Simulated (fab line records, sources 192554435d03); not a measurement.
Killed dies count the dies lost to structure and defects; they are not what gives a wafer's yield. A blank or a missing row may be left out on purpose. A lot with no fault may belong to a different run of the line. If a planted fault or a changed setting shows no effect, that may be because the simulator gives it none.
fab line records || flow n5Finfet || part 2 of 2: steps 22 to 31 of 31
[record] {"lots": 5, "wafers": 15, "lastDay": 15}
route steps=1938 shown BEOL_M12@1628
lots that met no fault: from a run of the same line without faults
startH: start of the lot's first displayed wafer, in hours after the record's first day || waitH: hours elapsed since this lot's preceding step || " identical to the entry in the row above || L1.1+2: a single row standing in for several wafers || - no value, or no start was given || * or withheld: withheld || < > ~ a bound
route shown NAME@n: NAME is a module with steps in the file, n the number in the route of the first one || usual: mean/standard deviation taken from wafers without a fault || same: alike in all rows || chamber/n: place in a boat || sites: the reading at each site || _std_site: the values' standard deviation || _edge_site: the outer-site mean with the inner-site mean subtracted || radiusMm: how far each site lies from the wafer's centre || mask NAME#n: copy n || behind: tool/chamber where the wafer was last shaped || hold: what put the lot on hold/how long, in hours/how the hold closed || device: which transistor (n, p or np) failed to switch || end of line: the tests these same wafers got at the end of their route || where a step has no rows: the recipe by itself || killed: at the first sort, the dies lost to defects and structure; wafer yield is something else || map: per-die view of a wafer (x killed, . not killed, _ where there is no die)
set.NAME: the setting the step ran with; set.NAME@STEP: the setting that earlier step ran with || model.NAME: the simulator's own value behind a step, which no gauge read
lots at selected steps of the route; one table per step, one row per wafer
services: the hour from which a tool's chamber was out of use, counted from the record's first day as startH (under 0 if before that day), plus the number of hours and why
[[steps]]
[step N5_BEOL_M12_SPUTTER_44]
[recipe] {"material": "Ta", "targetThkA": 100, "tempC": 50, "biasV": 80, "powerW": 15000, "chamberPressurePa": 0.07, "timeS": 16.13}
[usual] {"throttleValvePct": "30.1/0.62"}
{"lot.wafer": "L083.3", "tool": "pvdSputter-03", "chamber": "-", "startH": 293.51, "waitH": 0.0, "throttleValvePct": 28.6}
{"lot.wafer": "L083.4", "tool": "pvdSputter-03", "chamber": "-", "startH": 293.51, "waitH": 0.0, "throttleValvePct": 30.7}
{"lot.wafer": "L083.5", "tool": "pvdSputter-03", "chamber": "-", "startH": 293.51, "waitH": 0.0, "throttleValvePct": 28.5}
{"lot.wafer": "L086.1", "tool": "pvdSputter-02", "chamber": "-", "startH": 321.97, "waitH": 0.0, "throttleValvePct": 30.3}
{"lot.wafer": "L086.2", "tool": "pvdSputter-02", "chamber": "-", "startH": 321.97, "waitH": 0.0, "throttleValvePct": 29.2}
{"lot.wafer": "L086.4", "tool": "pvdSputter-02", "chamber": "-", "startH": 321.97, "waitH": 0.0, "throttleValvePct": 30.3}
{"lot.wafer": "L085.4", "tool": "pvdSputter-03", "chamber": "-", "startH": 321.99, "waitH": 0.0, "throttleValvePct": 28.7}
{"lot.wafer": "L085.5", "tool": "pvdSputter-03", "chamber": "-", "startH": 321.99, "waitH": 0.0, "throttleValvePct": 30.8}
{"lot.wafer": "L085.6", "tool": "pvdSputter-03", "chamber": "-", "startH": 321.99, "waitH": 0.0, "throttleValvePct": 30.5}
{"lot.wafer": "L088.2", "tool": "pvdSputter-01", "chamber": "-", "startH": 322.00, "waitH": 0.0, "throttleValvePct": 31.0}
{"lot.wafer": "L088.3", "tool": "pvdSputter-01", "chamber": "-", "startH": 322.00, "waitH": 0.0, "throttleValvePct": 29.5}
{"lot.wafer": "L088.6", "tool": "pvdSputter-01", "chamber": "-", "startH": 322.00, "waitH": 0.0, "throttleValvePct": 30.1}
{"lot.wafer": "L087.1", "tool": "pvdSputter-02", "chamber": "-", "startH": 329.55, "waitH": 0.0, "throttleValvePct": 30.3}
{"lot.wafer": "L087.2", "tool": "pvdSputter-02", "chamber": "-", "startH": 329.55, "waitH": 0.0, "throttleValvePct": 30.2}
{"lot.wafer": "L087.6", "tool": "pvdSputter-02", "chamber": "-", "startH": 329.55, "waitH": 0.0, "throttleValvePct": 30.1}
[step N5_BEOL_M12_SPUTTER_45]
[recipe] {"material": "Cu", "targetThkA": 800, "tempC": -20, "biasV": 60, "powerW": 26000, "chamberPressurePa": 0.13, "timeS": 13.33}
[usual] {"throttleValvePct": "30.1/0.62"}
{"lot.wafer": "L083.3", "tool": "pvdSputter-03", "chamber": "-", "startH": 293.59, "waitH": 0.0, "throttleValvePct": 28.6}
{"lot.wafer": "L083.4", "tool": "pvdSputter-03", "chamber": "-", "startH": 293.59, "waitH": 0.0, "throttleValvePct": 30.5}
{"lot.wafer": "L083.5", "tool": "pvdSputter-03", "chamber": "-", "startH": 293.59, "waitH": 0.0, "throttleValvePct": 28.8}
{"lot.wafer": "L086.1", "tool": "pvdSputter-02", "chamber": "-", "startH": 322.05, "waitH": 0.0, "throttleValvePct": 30.0}
{"lot.wafer": "L086.2", "tool": "pvdSputter-02", "chamber": "-", "startH": 322.05, "waitH": 0.0, "throttleValvePct": 29.2}
{"lot.wafer": "L086.4", "tool": "pvdSputter-02", "chamber": "-", "startH": 322.05, "waitH": 0.0, "throttleValvePct": 30.3}
{"lot.wafer": "L085.4", "tool": "pvdSputter-03", "chamber": "-", "startH": 322.07, "waitH": 0.0, "throttleValvePct": 28.6}
{"lot.wafer": "L085.5", "tool": "pvdSputter-03", "chamber": "-", "startH": 322.07, "waitH": 0.0, "throttleValvePct": 30.6}
{"lot.wafer": "L085.6", "tool": "pvdSputter-03", "chamber": "-", "startH": 322.07, "waitH": 0.0, "throttleValvePct": 30.7}
{"lot.wafer": "L088.2", "tool": "pvdSputter-01", "chamber": "-", "startH": 322.08, "waitH": 0.0, "throttleValvePct": 30.7}
{"lot.wafer": "L088.3", "tool": "pvdSputter-01", "chamber": "-", "startH": 322.08, "waitH": 0.0, "throttleValvePct": 29.2}
{"lot.wafer": "L088.6", "tool": "pvdSputter-01", "chamber": "-", "startH": 322.08, "waitH": 0.0, "throttleValvePct": 30.1}
{"lot.wafer": "L087.1", "tool": "pvdSputter-02", "chamber": "-", "startH": 329.63, "waitH": 0.0, "throttleValvePct": 30.3}
{"lot.wafer": "L087.2", "tool": "pvdSputter-02", "chamber": "-", "startH": 329.63, "waitH": 0.0, "throttleValvePct": 30.0}
{"lot.wafer": "L087.6", "tool": "pvdSputter-02", "chamber": "-", "startH": 329.63, "waitH": 0.0, "throttleValvePct": 30.2}
[step N5_BEOL_M12_ECD_47]
[recipe] {"material": "Cu", "targetThkA": 7200}
{"lot.wafer": "L083.3+4+5", "tool": "ecdCu-02", "chamber": "1,0,1", "startH": 293.75, "waitH": 0.1}
{"lot.wafer": "L086.1+2+4", "tool": "ecdCu-01", "chamber": "1,0,1", "startH": 322.16, "waitH": 0.1}
{"lot.wafer": "L085.4+5+6", "tool": "ecdCu-02", "chamber": "0,0,1", "startH": 322.19, "waitH": 0.1}
{"lot.wafer": "L088.2+3+6", "tool": "ecdCu-02", "chamber": "0,0,1", "startH": 322.27, "waitH": 0.1}
{"lot.wafer": "L087.1+2+6", "tool": "ecdCu-01", "chamber": "1,0,1", "startH": 329.75, "waitH": 0.1}
[step N5_BEOL_M12_ANNEAL_48]
[recipe] {"tempC": 225, "timeS": 90, "ambient": "N2"}
[usual] {"wafer_temp_C_max": "226.11/0.27"}
{"lot.wafer": "L083.3", "tool": "rtpAnneal-01", "chamber": 0, "startH": 294.02, "waitH": 0.2, "wafer_temp_C_max": 225.92}
{"lot.wafer": "L083.4", "tool": "rtpAnneal-01", "chamber": 0, "startH": 294.02, "waitH": 0.2, "wafer_temp_C_max": 225.75}
{"lot.wafer": "L083.5", "tool": "rtpAnneal-01", "chamber": 0, "startH": 294.02, "waitH": 0.2, "wafer_temp_C_max": 225.80}
{"lot.wafer": "L085.4", "tool": "rtpAnneal-02", "chamber": 0, "startH": 322.51, "waitH": 0.3, "wafer_temp_C_max": 226.04}
{"lot.wafer": "L085.5", "tool": "rtpAnneal-02", "chamber": 0, "startH": 322.51, "waitH": 0.3, "wafer_temp_C_max": 226.05}
{"lot.wafer": "L085.6", "tool": "rtpAnneal-02", "chamber": 0, "startH": 322.51, "waitH": 0.3, "wafer_temp_C_max": 226.18}
{"lot.wafer": "L086.1", "tool": "rtpAnneal-02", "chamber": 0, "startH": 322.82, "waitH": 0.6, "wafer_temp_C_max": 225.76}
{"lot.wafer": "L086.2", "tool": "rtpAnneal-02", "chamber": 0, "startH": 322.82, "waitH": 0.6, "wafer_temp_C_max": 225.90}
{"lot.wafer": "L086.4", "tool": "rtpAnneal-02", "chamber": 0, "startH": 322.82, "waitH": 0.6, "wafer_temp_C_max": 226.17}
{"lot.wafer": "L088.2", "tool": "rtpAnneal-01", "chamber": 0, "startH": 323.28, "waitH": 1.0, "wafer_temp_C_max": 226.07}
{"lot.wafer": "L088.3", "tool": "rtpAnneal-01", "chamber": 0, "startH": 323.28, "waitH": 1.0, "wafer_temp_C_max": 225.93}
{"lot.wafer": "L088.6", "tool": "rtpAnneal-01", "chamber": 0, "startH": 323.28, "waitH": 1.0, "wafer_temp_C_max": 226.08}
{"lot.wafer": "L087.1", "tool": "rtpAnneal-02", "chamber": 0, "startH": 329.89, "waitH": 0.1, "wafer_temp_C_max": 225.93}
{"lot.wafer": "L087.2", "tool": "rtpAnneal-02", "chamber": 0, "startH": 329.89, "waitH": 0.1, "wafer_temp_C_max": 225.99}
{"lot.wafer": "L087.6", "tool": "rtpAnneal-02", "chamber": 0, "startH": 329.89, "waitH": 0.1, "wafer_temp_C_max": 225.99}
[step N5_BEOL_M12_CMP_49]
[recipe] {"stopOn": "SiOC", "tOverpolishS": 20.6, "downForcePsi": 1, "platenRpm": 50, "clearingPlatenDownForcePsi": 1.5, "clearingPlatenRpm": 50, "postCmpClean": "cuAlkaline", "targetThkNm": 320, "clearingPlatenPadVelocityMS": 0.99484, "padVelocityMS": 0.99484}
[usual] {"barrierFieldEndpointS": "30.6/0.75", "motorCurrentA": "6.2/0.54", "overpolishRunS": "20.601/0.0093"}
{"lot.wafer": "L083.4", "tool": "cmp-02", "chamber": 3, "startH": 294.26, "waitH": 0.2, "barrierFieldEndpointS": 30.5, "motorCurrentA": 5.5, "overpolishRunS": 20.594}
{"lot.wafer": "L083.3", "tool": "cmp-02", "chamber": 1, "startH": 294.26, "waitH": 0.2, "barrierFieldEndpointS": 30.4, "motorCurrentA": 6.1, "overpolishRunS": 20.594}
{"lot.wafer": "L083.5", "tool": "cmp-02", "chamber": 3, "startH": 294.26, "waitH": 0.2, "barrierFieldEndpointS": 30.3, "motorCurrentA": 5.4, "overpolishRunS": 20.601}
{"lot.wafer": "L085.4", "tool": "cmp-02", "chamber": 3, "startH": 322.79, "waitH": 0.2, "barrierFieldEndpointS": 30.3, "motorCurrentA": 5.6, "overpolishRunS": 20.598}
{"lot.wafer": "L085.5", "tool": "cmp-02", "chamber": 0, "startH": 322.79, "waitH": 0.2, "barrierFieldEndpointS": 31.0, "motorCurrentA": 5.8, "overpolishRunS": 20.582}
{"lot.wafer": "L085.6", "tool": "cmp-02", "chamber": 1, "startH": 322.79, "waitH": 0.2, "barrierFieldEndpointS": 31.0, "motorCurrentA": 6.2, "overpolishRunS": 20.599}
{"lot.wafer": "L086.2", "tool": "cmp-03", "chamber": 0, "startH": 323.12, "waitH": 0.2, "barrierFieldEndpointS": 30.3, "motorCurrentA": 5.7, "overpolishRunS": 20.613}
{"lot.wafer": "L086.1", "tool": "cmp-03", "chamber": 1, "startH": 323.12, "waitH": 0.2, "barrierFieldEndpointS": 31.8, "motorCurrentA": 7.0, "overpolishRunS": 20.591}
{"lot.wafer": "L086.4", "tool": "cmp-03", "chamber": 2, "startH": 323.12, "waitH": 0.2, "barrierFieldEndpointS": 30.0, "motorCurrentA": 6.4, "overpolishRunS": 20.595}
{"lot.wafer": "L088.2", "tool": "cmp-02", "chamber": 3, "startH": 323.54, "waitH": 0.2, "barrierFieldEndpointS": 29.8, "motorCurrentA": 5.3, "overpolishRunS": 20.616}
{"lot.wafer": "L088.3", "tool": "cmp-02", "chamber": 1, "startH": 323.54, "waitH": 0.2, "barrierFieldEndpointS": 30.3, "motorCurrentA": 6.2, "overpolishRunS": 20.589}
{"lot.wafer": "L088.6", "tool": "cmp-02", "chamber": 3, "startH": 323.54, "waitH": 0.2, "barrierFieldEndpointS": 30.5, "motorCurrentA": 5.5, "overpolishRunS": 20.619}
{"lot.wafer": "L087.1", "tool": "cmp-02", "chamber": 2, "startH": 330.27, "waitH": 0.3, "barrierFieldEndpointS": 31.3, "motorCurrentA": 6.5, "overpolishRunS": 20.599}
{"lot.wafer": "L087.2", "tool": "cmp-02", "chamber": 3, "startH": 330.27, "waitH": 0.3, "barrierFieldEndpointS": 29.6, "motorCurrentA": 5.1, "overpolishRunS": 20.603}
{"lot.wafer": "L087.6", "tool": "cmp-02", "chamber": 1, "startH": 330.27, "waitH": 0.3, "barrierFieldEndpointS": 31.0, "motorCurrentA": 6.2, "overpolishRunS": 20.617}
[step N5_BEOL_M12_THK_MEAS_50]
[recipe] {"thkMeasGauge": "xrf", "reads": "Cu_of_BEOL_M12_ECD_47"}
[usual] {"M12_THK": "318/5.8"}
{"lot.wafer": "L083.3", "tool": "filmMetro-02", "chamber": "-", "startH": 294.52, "waitH": "-", "M12_THK[nm]": 316}
{"lot.wafer": "L083.4", "tool": "filmMetro-02", "chamber": "-", "startH": 294.52, "waitH": "-", "M12_THK[nm]": 315}
{"lot.wafer": "L083.5", "tool": "filmMetro-02", "chamber": "-", "startH": 294.52, "waitH": "-", "M12_THK[nm]": 309}
{"lot.wafer": "L085.4", "tool": "filmMetro-02", "chamber": "-", "startH": 322.97, "waitH": "-", "M12_THK[nm]": 318}
{"lot.wafer": "L085.5", "tool": "filmMetro-02", "chamber": "-", "startH": 322.97, "waitH": "-", "M12_THK[nm]": 318}
{"lot.wafer": "L085.6", "tool": "filmMetro-02", "chamber": "-", "startH": 322.97, "waitH": "-", "M12_THK[nm]": 325}
{"lot.wafer": "L086.1", "tool": "filmMetro-01", "chamber": "-", "startH": 323.42, "waitH": "-", "M12_THK[nm]": 322}
{"lot.wafer": "L086.2", "tool": "filmMetro-01", "chamber": "-", "startH": 323.42, "waitH": "-", "M12_THK[nm]": 323}
{"lot.wafer": "L086.4", "tool": "filmMetro-01", "chamber": "-", "startH": 323.42, "waitH": "-", "M12_THK[nm]": 318}
{"lot.wafer": "L088.2", "tool": "filmMetro-02", "chamber": "-", "startH": 323.84, "waitH": "-", "M12_THK[nm]": 325}
{"lot.wafer": "L088.3", "tool": "filmMetro-02", "chamber": "-", "startH": 323.84, "waitH": "-", "M12_THK[nm]": 323}
{"lot.wafer": "L088.6", "tool": "filmMetro-02", "chamber": "-", "startH": 323.84, "waitH": "-", "M12_THK[nm]": 317}
{"lot.wafer": "L087.1", "tool": "filmMetro-01", "chamber": "-", "startH": 330.48, "waitH": "-", "M12_THK[nm]": 318}
{"lot.wafer": "L087.2", "tool": "filmMetro-01", "chamber": "-", "startH": 330.48, "waitH": "-", "M12_THK[nm]": 320}
{"lot.wafer": "L087.6", "tool": "filmMetro-01", "chamber": "-", "startH": 330.48, "waitH": "-", "M12_THK[nm]": 321}
[step N5_BEOL_M12_PRE_CLEAN_52]
[recipe] {"gas": "NH3", "timeS": 15, "tempC": "withheld", "rfPowerW": 300}
{"lot.wafer": "L083.3", "tool": "pecvd-03", "chamber": 0, "startH": 294.56, "waitH": 0.0, "sinceWetCleanH": 998}
{"lot.wafer": "L083.4", "tool": "pecvd-03", "chamber": 0, "startH": 294.56, "waitH": 0.0, "sinceWetCleanH": "-"}
{"lot.wafer": "L083.5", "tool": "pecvd-03", "chamber": 2, "startH": 294.56, "waitH": 0.0, "sinceWetCleanH": "-"}
{"lot.wafer": "L085.4", "tool": "pecvd-01", "chamber": 2, "startH": 323.02, "waitH": 0.0, "sinceWetCleanH": "-"}
{"lot.wafer": "L085.5", "tool": "pecvd-01", "chamber": 1, "startH": 323.02, "waitH": 0.0, "sinceWetCleanH": "-"}
{"lot.wafer": "L085.6", "tool": "pecvd-01", "chamber": 0, "startH": 323.02, "waitH": 0.0, "sinceWetCleanH": "-"}
{"lot.wafer": "L086.1", "tool": "pecvd-01", "chamber": 0, "startH": 323.45, "waitH": 0.0, "sinceWetCleanH": 1390}
{"lot.wafer": "L086.2", "tool": "pecvd-01", "chamber": 1, "startH": 323.45, "waitH": 0.0, "sinceWetCleanH": 2115}
{"lot.wafer": "L086.4", "tool": "pecvd-01", "chamber": 2, "startH": 323.45, "waitH": 0.0, "sinceWetCleanH": "-"}
{"lot.wafer": "L088.2", "tool": "pecvd-03", "chamber": 2, "startH": 323.88, "waitH": 0.0, "sinceWetCleanH": 273}
{"lot.wafer": "L088.3", "tool": "pecvd-03", "chamber": 1, "startH": 323.88, "waitH": 0.0, "sinceWetCleanH": "-"}
{"lot.wafer": "L088.6", "tool": "pecvd-03", "chamber": 1, "startH": 323.88, "waitH": 0.0, "sinceWetCleanH": "-"}
{"lot.wafer": "L087.1", "tool": "pecvd-03", "chamber": 1, "startH": 330.52, "waitH": 0.0, "sinceWetCleanH": 1759}
{"lot.wafer": "L087.2", "tool": "pecvd-03", "chamber": 2, "startH": 330.52, "waitH": 0.0, "sinceWetCleanH": 280}
{"lot.wafer": "L087.6", "tool": "pecvd-03", "chamber": 1, "startH": 330.52, "waitH": 0.0, "sinceWetCleanH": "-"}
[step N5_BEOL_M12_DEP_53]
[recipe] {"material": "SiCN", "targetThkA": 300, "tempC": "withheld", "precursor": "3MS/NH3", "pressureTorr": 3, "rfW": 675, "timeS": 10.5}
[usual] {"showerheadPlenumPTorr": "4.160/0.017", "showerheadVppV": "1626/75", "throttleValvePct": "18.4/0.75"}
{"lot.wafer": "L083.3", "tool": "pecvd-03", "chamber": 0, "startH": 294.58, "waitH": 0.0, "showerheadPlenumPTorr": 4.167, "showerheadVppV": 1755, "sinceWetCleanH": 998, "throttleValvePct": 19.6}
{"lot.wafer": "L083.4", "tool": "pecvd-03", "chamber": 0, "startH": 294.58, "waitH": 0.0, "showerheadPlenumPTorr": 4.166, "showerheadVppV": 1744, "sinceWetCleanH": "-", "throttleValvePct": 19.6}
{"lot.wafer": "L083.5", "tool": "pecvd-03", "chamber": 2, "startH": 294.58, "waitH": 0.0, "showerheadPlenumPTorr": 4.150, "showerheadVppV": 1575, "sinceWetCleanH": "-", "throttleValvePct": 17.5}
{"lot.wafer": "L085.4", "tool": "pecvd-01", "chamber": 2, "startH": 323.04, "waitH": 0.0, "showerheadPlenumPTorr": 4.177, "showerheadVppV": 1599, "sinceWetCleanH": "-", "throttleValvePct": 18.2}
{"lot.wafer": "L085.5", "tool": "pecvd-01", "chamber": 1, "startH": 323.04, "waitH": 0.0, "showerheadPlenumPTorr": 4.161, "showerheadVppV": 1610, "sinceWetCleanH": "-", "throttleValvePct": 17.4}
{"lot.wafer": "L085.6", "tool": "pecvd-01", "chamber": 0, "startH": 323.04, "waitH": 0.0, "showerheadPlenumPTorr": 4.137, "showerheadVppV": 1501, "sinceWetCleanH": "-", "throttleValvePct": 19.2}
{"lot.wafer": "L086.1", "tool": "pecvd-01", "chamber": 0, "startH": 323.48, "waitH": 0.0, "showerheadPlenumPTorr": 4.146, "showerheadVppV": 1525, "sinceWetCleanH": 1390, "throttleValvePct": 19.1}
{"lot.wafer": "L086.2", "tool": "pecvd-01", "chamber": 1, "startH": 323.48, "waitH": 0.0, "showerheadPlenumPTorr": 4.163, "showerheadVppV": 1587, "sinceWetCleanH": 2115, "throttleValvePct": 17.5}
{"lot.wafer": "L086.4", "tool": "pecvd-01", "chamber": 2, "startH": 323.48, "waitH": 0.0, "showerheadPlenumPTorr": 4.159, "showerheadVppV": 1621, "sinceWetCleanH": "-", "throttleValvePct": 18.4}
{"lot.wafer": "L088.2", "tool": "pecvd-03", "chamber": 2, "startH": 323.91, "waitH": 0.0, "showerheadPlenumPTorr": 4.157, "showerheadVppV": 1587, "sinceWetCleanH": 273, "throttleValvePct": 17.4}
{"lot.wafer": "L088.3", "tool": "pecvd-03", "chamber": 1, "startH": 323.91, "waitH": 0.0, "showerheadPlenumPTorr": 4.164, "showerheadVppV": 1686, "sinceWetCleanH": "-", "throttleValvePct": 18.8}
{"lot.wafer": "L088.6", "tool": "pecvd-03", "chamber": 1, "startH": 323.91, "waitH": 0.0, "showerheadPlenumPTorr": 4.174, "showerheadVppV": 1696, "sinceWetCleanH": "-", "throttleValvePct": 18.7}
{"lot.wafer": "L087.1", "tool": "pecvd-03", "chamber": 1, "startH": 330.56, "waitH": 0.0, "showerheadPlenumPTorr": 4.166, "showerheadVppV": 1715, "sinceWetCleanH": 1759, "throttleValvePct": 18.5}
{"lot.wafer": "L087.2", "tool": "pecvd-03", "chamber": 2, "startH": 330.56, "waitH": 0.0, "showerheadPlenumPTorr": 4.158, "showerheadVppV": 1574, "sinceWetCleanH": 280, "throttleValvePct": 17.7}
{"lot.wafer": "L087.6", "tool": "pecvd-03", "chamber": 1, "startH": 330.56, "waitH": 0.0, "showerheadPlenumPTorr": 4.169, "showerheadVppV": 1710, "sinceWetCleanH": "-", "throttleValvePct": 18.5}
[step N5_BEOL_M12_RS_MEAS_54]
[recipe] {"thkMeasGauge": "four-point-probe", "reads": "Cu_of_BEOL_M12_ECD_47+Ta_of_BEOL_M12_SPUTTER_44+TaN_of_BEOL_M12_SPUTTER_43"}
[usual] {"M12_RS": "0.0599/0.00097"}
{"lot.wafer": "L083.3", "tool": "filmMetro-01", "chamber": "-", "startH": 294.65, "waitH": 0.0, "M12_RS[ohm/sq]": 0.0609}
{"lot.wafer": "L083.4", "tool": "filmMetro-01", "chamber": "-", "startH": 294.65, "waitH": 0.0, "M12_RS[ohm/sq]": 0.0615}
{"lot.wafer": "L083.5", "tool": "filmMetro-01", "chamber": "-", "startH": 294.65, "waitH": 0.0, "M12_RS[ohm/sq]": 0.0620}
{"lot.wafer": "L085.4", "tool": "filmMetro-01", "chamber": "-", "startH": 323.09, "waitH": 0.0, "M12_RS[ohm/sq]": 0.0609}
{"lot.wafer": "L085.5", "tool": "filmMetro-01", "chamber": "-", "startH": 323.09, "waitH": 0.0, "M12_RS[ohm/sq]": 0.0604}
{"lot.wafer": "L085.6", "tool": "filmMetro-01", "chamber": "-", "startH": 323.09, "waitH": 0.0, "M12_RS[ohm/sq]": 0.0591}
{"lot.wafer": "L086.1", "tool": "filmMetro-02", "chamber": "-", "startH": 323.54, "waitH": 0.0, "M12_RS[ohm/sq]": 0.0592}
{"lot.wafer": "L086.2", "tool": "filmMetro-02", "chamber": "-", "startH": 323.54, "waitH": 0.0, "M12_RS[ohm/sq]": 0.0586}
{"lot.wafer": "L086.4", "tool": "filmMetro-02", "chamber": "-", "startH": 323.54, "waitH": 0.0, "M12_RS[ohm/sq]": 0.0595}
{"lot.wafer": "L088.2", "tool": "filmMetro-01", "chamber": "-", "startH": 323.99, "waitH": 0.1, "M12_RS[ohm/sq]": 0.0594}
{"lot.wafer": "L088.3", "tool": "filmMetro-01", "chamber": "-", "startH": 323.99, "waitH": 0.1, "M12_RS[ohm/sq]": 0.0599}
{"lot.wafer": "L088.6", "tool": "filmMetro-01", "chamber": "-", "startH": 323.99, "waitH": 0.1, "M12_RS[ohm/sq]": 0.0609}
{"lot.wafer": "L087.1", "tool": "filmMetro-01", "chamber": "-", "startH": 330.64, "waitH": 0.1, "M12_RS[ohm/sq]": 0.0587}
{"lot.wafer": "L087.2", "tool": "filmMetro-01", "chamber": "-", "startH": 330.64, "waitH": 0.1, "M12_RS[ohm/sq]": 0.0579}
{"lot.wafer": "L087.6", "tool": "filmMetro-01", "chamber": "-", "startH": 330.64, "waitH": 0.1, "M12_RS[ohm/sq]": 0.0581}
[step N5_BEOL_M12_INSPECT_55]
[recipe] {"inspectInstrument": "darkfield", "mode": "postDep"}
[usual] {"rawDefectCount": "63/24"}
{"lot.wafer": "L083.3", "tool": "defectInspect-01", "chamber": "-", "startH": 294.67, "waitH": 0.0, "rawDefectCount": 52}
{"lot.wafer": "L083.4", "tool": "defectInspect-01", "chamber": "-", "startH": 294.67, "waitH": 0.0, "rawDefectCount": 27}
{"lot.wafer": "L083.5", "tool": "defectInspect-01", "chamber": "-", "startH": 294.67, "waitH": 0.0, "rawDefectCount": 48}
{"lot.wafer": "L085.4", "tool": "defectInspect-01", "chamber": "-", "startH": 323.12, "waitH": 0.0, "rawDefectCount": 62}
{"lot.wafer": "L085.5", "tool": "defectInspect-01", "chamber": "-", "startH": 323.12, "waitH": 0.0, "rawDefectCount": 65}
{"lot.wafer": "L085.6", "tool": "defectInspect-01", "chamber": "-", "startH": 323.12, "waitH": 0.0, "rawDefectCount": 49}
{"lot.wafer": "L086.1", "tool": "defectInspect-02", "chamber": "-", "startH": 323.57, "waitH": 0.0, "rawDefectCount": 74}
{"lot.wafer": "L086.2", "tool": "defectInspect-02", "chamber": "-", "startH": 323.57, "waitH": 0.0, "rawDefectCount": 46}
{"lot.wafer": "L086.4", "tool": "defectInspect-02", "chamber": "-", "startH": 323.57, "waitH": 0.0, "rawDefectCount": 44}
{"lot.wafer": "L088.2", "tool": "defectInspect-01", "chamber": "-", "startH": 324.02, "waitH": 0.0, "rawDefectCount": 64}
{"lot.wafer": "L088.3", "tool": "defectInspect-01", "chamber": "-", "startH": 324.02, "waitH": 0.0, "rawDefectCount": 61}
{"lot.wafer": "L088.6", "tool": "defectInspect-01", "chamber": "-", "startH": 324.02, "waitH": 0.0, "rawDefectCount": 74}
{"lot.wafer": "L087.1", "tool": "defectInspect-01", "chamber": "-", "startH": 330.66, "waitH": 0.0, "rawDefectCount": 81}
{"lot.wafer": "L087.2", "tool": "defectInspect-01", "chamber": "-", "startH": 330.66, "waitH": 0.0, "rawDefectCount": 49}
{"lot.wafer": "L087.6", "tool": "defectInspect-01", "chamber": "-", "startH": 330.66, "waitH": 0.0, "rawDefectCount": 71}
[[services]]
{"tool": "krfScanner-02", "chamber": "-", "startH": 269.56, "hours": 5.0, "kind": "repair"}
{"tool": "pecvd-01", "chamber": 1, "startH": 285.45, "hours": 3.6, "kind": "repair"}
{"tool": "krfScanner-01", "chamber": "-", "startH": 287.26, "hours": 1.0, "kind": "pm"}
{"tool": "pecvd-03", "chamber": "-", "startH": 288.28, "hours": 0.2, "kind": "repair"}
{"tool": "rieDiel-02", "chamber": 0, "startH": 290.62, "hours": "-", "kind": "clean"}
{"tool": "rieDiel-02", "chamber": 0, "startH": 290.62, "hours": "-", "kind": "consumableReplace:focusRing"}
{"tool": "rieDiel-02", "chamber": 0, "startH": 290.62, "hours": 26.0, "kind": "scheduledDown"}
{"tool": "rieDiel-02", "chamber": 0, "startH": 290.62, "hours": 26.0, "kind": "ventCycle"}
{"tool": "krfScanner-02", "chamber": "-", "startH": 297.06, "hours": 1.1, "kind": "repair"}
{"tool": "krfScanner-02", "chamber": "-", "startH": 298.70, "hours": 1.0, "kind": "pm"}
{"tool": "cmp-02", "chamber": "-", "startH": 300.87, "hours": 5.9, "kind": "repair"}
{"tool": "pecvd-01", "chamber": 2, "startH": 301.67, "hours": 5.5, "kind": "scheduledDown"}
{"tool": "plasmaAsher-02", "chamber": "-", "startH": 304.25, "hours": 0.7, "kind": "repair"}
{"tool": "wetBench-06", "chamber": "-", "startH": 305.45, "hours": 1.9, "kind": "pm"}
{"tool": "pecvd-03", "chamber": "-", "startH": 308.06, "hours": 5.5, "kind": "pm"}
{"tool": "rieDiel-02", "chamber": 1, "startH": 316.83, "hours": "-", "kind": "clean"}
{"tool": "rieDiel-02", "chamber": 1, "startH": 316.83, "hours": "-", "kind": "consumableReplace:focusRing"}
{"tool": "rieDiel-02", "chamber": 1, "startH": 316.83, "hours": 16.5, "kind": "scheduledDown"}
{"tool": "rieDiel-02", "chamber": 1, "startH": 316.83, "hours": 16.5, "kind": "ventCycle"}
{"tool": "pecvd-03", "chamber": 0, "startH": 320.82, "hours": 12.4, "kind": "repair"}
